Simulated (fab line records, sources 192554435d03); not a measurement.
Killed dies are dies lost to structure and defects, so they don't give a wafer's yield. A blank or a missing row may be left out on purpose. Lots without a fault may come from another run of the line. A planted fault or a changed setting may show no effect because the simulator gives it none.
Split-lot experiment | flow n5_finfet | 7 lots, 39 wafers read, on a route of 1938 steps

THE SPLIT
At N5_MIM_BOT_SPUTTER_00 (material TiN, target thk 35 nm, time 89.7 s), the setting target_thk_a was moved away from the recipe's 350 angstrom on 15 of the 39 wafers read, by -39.5% to +59.1%. The other wafers ran this setting at the recipe's value.

The reading is taken at the split's own step.

THE READING
TiN_of_MIM_BOT_SPUTTER_00.thk_nm (the simulator's own value, which no gauge read), in nm, at N5_MIM_BOT_SPUTTER_00 (material TiN, target thk 35 nm, time 89.7 s). The file gives no usual value for it. The 24 wafers here that ran the recipe average 34.8 nm, standard deviation 0.43 nm.

wafer  | tool, chamber at the split | target_thk_a as run, angstrom | against the recipe | TiN_of_MIM_BOT_SPUTTER_00.thk_nm, nm | against lot-mates on the recipe
L076.1 | pvd_sputter-03, -          | 350                           | recipe             | 34.4                                 | -
L076.5 | pvd_sputter-03, -          | 350                           | recipe             | 34.4                                 | -
L076.2 | pvd_sputter-03, -          | 350                           | recipe             | 34.8                                 | -
L076.3 | pvd_sputter-03, -          | 350                           | recipe             | 34.8                                 | -
L076.4 | pvd_sputter-03, -          | 350                           | recipe             | 34.6                                 | -
L076.6 | pvd_sputter-03, -          | 350                           | recipe             | 34.6                                 | -
L075.1 | pvd_sputter-03, -          | 350                           | recipe             | 35                                   | -
L075.6 | pvd_sputter-03, -          | 350                           | recipe             | 35                                   | -
L075.2 | pvd_sputter-03, -          | 211.7                         | -39.5%             | 21.6                                 | -13.5
L075.5 | pvd_sputter-03, -          | 211.7                         | -39.5%             | 21.6                                 | -13.5
L075.3 | pvd_sputter-03, -          | 350                           | recipe             | 35.4                                 | -
L075.4 | pvd_sputter-03, -          | 211.7                         | -39.5%             | 20.8                                 | -14.3
L087.1 | pvd_sputter-01, -          | 350                           | recipe             | 34.6                                 | -
L087.5 | pvd_sputter-01, -          | 350                           | recipe             | 34.6                                 | -
L087.2 | pvd_sputter-01, -          | 444.9                         | +27.1%             | 44.4                                 | +9.7
L087.3 | pvd_sputter-01, -          | 444.9                         | +27.1%             | 44.2                                 | +9.5
L087.4 | pvd_sputter-01, -          | 444.9                         | +27.1%             | 43.8                                 | +9.1
L087.6 | pvd_sputter-01, -          | 350                           | recipe             | 34.8                                 | -
L085.1 | pvd_sputter-01, -          | 248.2                         | -29.1%             | 24.2                                 | -10.1
L085.2 | pvd_sputter-01, -          | 350                           | recipe             | 34.2                                 | -
L085.5 | pvd_sputter-01, -          | 350                           | recipe             | 34.2                                 | -
L085.3 | pvd_sputter-01, -          | 248.2                         | -29.1%             | 24.4                                 | -9.9
L085.6 | pvd_sputter-01, -          | 248.2                         | -29.1%             | 24.4                                 | -9.9
L085.4 | pvd_sputter-01, -          | 350                           | recipe             | 34.6                                 | -
L090.2 | pvd_sputter-01, -          | 350                           | recipe             | 34.4                                 | -
L090.6 | pvd_sputter-01, -          | 350                           | recipe             | 34.4                                 | -
L090.4 | pvd_sputter-01, -          | 350                           | recipe             | 34                                   | -
L094.1 | pvd_sputter-02, -          | 556.9                         | +59.1%             | 55.6                                 | +20.5
L094.3 | pvd_sputter-02, -          | 556.9                         | +59.1%             | 55.6                                 | +20.5
L094.2 | pvd_sputter-02, -          | 350                           | recipe             | 35.2                                 | -
L094.6 | pvd_sputter-02, -          | 350                           | recipe             | 35.2                                 | -
L094.4 | pvd_sputter-02, -          | 350                           | recipe             | 35                                   | -
L094.5 | pvd_sputter-02, -          | 556.9                         | +59.1%             | 55.4                                 | +20.3
L093.1 | pvd_sputter-02, -          | 464.1                         | +32.6%             | 47                                   | +11.5
L093.3 | pvd_sputter-02, -          | 464.1                         | +32.6%             | 47                                   | +11.5
L093.2 | pvd_sputter-02, -          | 350                           | recipe             | 35.6                                 | -
L093.4 | pvd_sputter-02, -          | 350                           | recipe             | 35.4                                 | -
L093.5 | pvd_sputter-02, -          | 350                           | recipe             | 35.4                                 | -
L093.6 | pvd_sputter-02, -          | 464.1                         | +32.6%             | 47.2                                 | +11.7

THE FIT
A straight line over all 39 wafers: TiN_of_MIM_BOT_SPUTTER_00.thk_nm changes by +0.352 nm for each +1% of target_thk_a; r = +1.00; the points scatter about the line by 0.46 nm.
The same after taking each lot's own level away (the mean of its wafers on the recipe; 39 wafers): +0.348 nm for each +1%; r = +1.00; scatter 0.21 nm.
On that fit, the largest move of target_thk_a shifts the reading by 21 nm.
The lots' own levels span 34.27 to 35.47 nm, that is 2.8 times the standard deviation above.
So the lot-to-lot level changes the slope little: the two slopes agree.
Check: with one of the wafers moved furthest among these (+59.1%) left out of the fit, the line predicts +20.6 nm for it against its lot-mates. It came out at +20.5 nm against them.

OTHER SPLITS ON THESE WAFERS
These wafers also went through other splits before the reading. Each is held against what the fit with the lots' levels taken away leaves over:
other split on the same wafers     | wafers away from the commonest value | r with TiN_of_MIM_BOT_SPUTTER_00.thk_nm (lot level and that fit taken away)
N5_BEOL_M5_ILD_DEP_00 target_thk_a | 15                                   | +0.08
N5_BEOL_M7_ILD_DEP_00 target_thk_a | 12                                   | -0.06
N5_BEOL_M14_ETCH_68 time_s         | 15                                   | -0.27

THE FILE'S OWN FIT
TiN_of_MIM_BOT_SPUTTER_00.thk_nm changes by +0.348 nm for each +1% of target_thk_a, r = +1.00.
